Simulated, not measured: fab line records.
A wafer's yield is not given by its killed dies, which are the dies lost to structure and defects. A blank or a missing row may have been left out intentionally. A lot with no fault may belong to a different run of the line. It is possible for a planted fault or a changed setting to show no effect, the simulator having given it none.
Chamber matching	flow n5_finfet	4 sister chambers for N5_GATE_CUT_CMP_02 on cmp-02
The step polishes, stops on SiO2, t overpolish 12.7 s, target thk 0 nm. 8 wafers are shown with their chamber, then 8 later ones without.

== WAFERS PAIRED WITH THEIR CHAMBERS ==
wafer	chamber	motor_current_A (A)	time_to_endpoint_s (s)
L779.4	2	9.5	21.9
L782.1	3	7.7	26.6
L782.3	1	9.3	28.7
L782.6	2	10.3	27.2
L786.2	1	9.0	25.6
L786.3	0	9.1	22.7
L786.5	3	7.7	21.5
L788.4	0	9.2	23.7

== WAFERS WITH NO CHAMBER GIVEN ==
wafer	motor_current_A (A)	time_to_endpoint_s (s)
L788.5	7.8	23.8
L788.6	9.3	25.9
L791.3	9.2	27.2
L791.5	10.0	23.6
L791.6	9.1	29.6
L792.1	8.7	22.5
L792.3	9.9	26.0
L792.5	7.3	25.3

== EACH ONE'S CHAMBER ==
wafer	from the rows above	in truth
L788.5	3	3
L788.6	can't be placed: 1 or 0 or 2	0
L791.3	can't be placed: 1 or 0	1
L791.5	2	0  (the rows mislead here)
L791.6	can't be placed: 1 or 0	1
L792.1	can't be placed: 0 or 1 or 3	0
L792.3	can't be placed: 2 or 1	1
L792.5	3	3
2 of 8 placed correctly. Cannot be placed on the basis of these rows: 5; the candidates contain the true chamber in 5. Number placed wrongly: 1.
How it was worked out, from the rows above alone: a wafer's distance from a chamber is the root of the sum, over the readings, of the square of ((its reading less the chamber's mean) divided by the reading's scatter). If the next closest chamber is less than 2 further off than the closest, the wafer can't be placed; otherwise it belongs to the closest. A chamber's mean is the mean of its shown wafers. The scatter: take each reading less its chamber's mean, square it, sum over the shown wafers, divide by the number of wafers less the number of chambers, and take the root.
